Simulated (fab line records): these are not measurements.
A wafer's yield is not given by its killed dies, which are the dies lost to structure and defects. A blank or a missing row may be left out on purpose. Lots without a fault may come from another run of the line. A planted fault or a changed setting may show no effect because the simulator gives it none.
Matching of chambers | flow nand harc | 4 sister chambers for NHARC_P_BONDPAD_ETCH_24 on rie diel-08
The step etches the open film in CF4/N2, target depth 30 nm, time 72.99 s. 8 wafers are shown with their chamber, then 8 later ones without.

EACH WAFER AND ITS CHAMBER
wafer  | chamber | showerhead plenum p Torr (Torr) | drypump motor current A (A)
L436.6 | 1       | 2.64                            | 6.3
L438.5 | 3       | 2.77                            | 5.8
L438.6 | 1       | 2.64                            | 6.2
L440.6 | 2       | 2.75                            | 5.0
L452.1 | 2       | 2.74                            | 5.0
L452.2 | 0       | 2.63                            | 6.1
L452.4 | 3       | 2.77                            | 5.8
L453.3 | 0       | 2.63                            | 6.1

WAFERS WITH NO CHAMBER GIVEN
wafer  | showerhead plenum p Torr (Torr) | drypump motor current A (A)
L453.4 | 2.74                            | 5.0
L453.6 | 2.63                            | 6.1
L454.1 | 2.64                            | 6.3
L454.2 | 2.77                            | 5.8
L454.6 | 2.64                            | 6.2
L455.1 | 2.64                            | 6.3
L455.2 | 2.77                            | 5.8
L455.4 | 2.63                            | 6.1

WHICH CHAMBER EACH ONE RAN IN
wafer  | from the rows above | in truth
L453.4 | 2                   | 2
L453.6 | 0                   | 0
L454.1 | 1                   | 1
L454.2 | 3                   | 3
L454.6 | 1                   | 1
L455.1 | 1                   | 1
L455.2 | 3                   | 3
L455.4 | 0                   | 0
Correct placement for 8 of the 8. Number that these rows cannot place: 0. 0 placed wrongly.
How it was worked out, from the rows above alone: a wafer's distance from a chamber is the root of the sum, over the readings, of the square of ((its reading less the chamber's mean) divided by the reading's scatter). The wafer belongs to the nearest chamber; if the next one is less than 2 further off, it can't be placed. A chamber's mean is the mean of its shown wafers. The scatter is the square root of a quotient: the sum, over the shown wafers, of each reading's squared deviation from its chamber's mean, divided by wafers minus chambers.
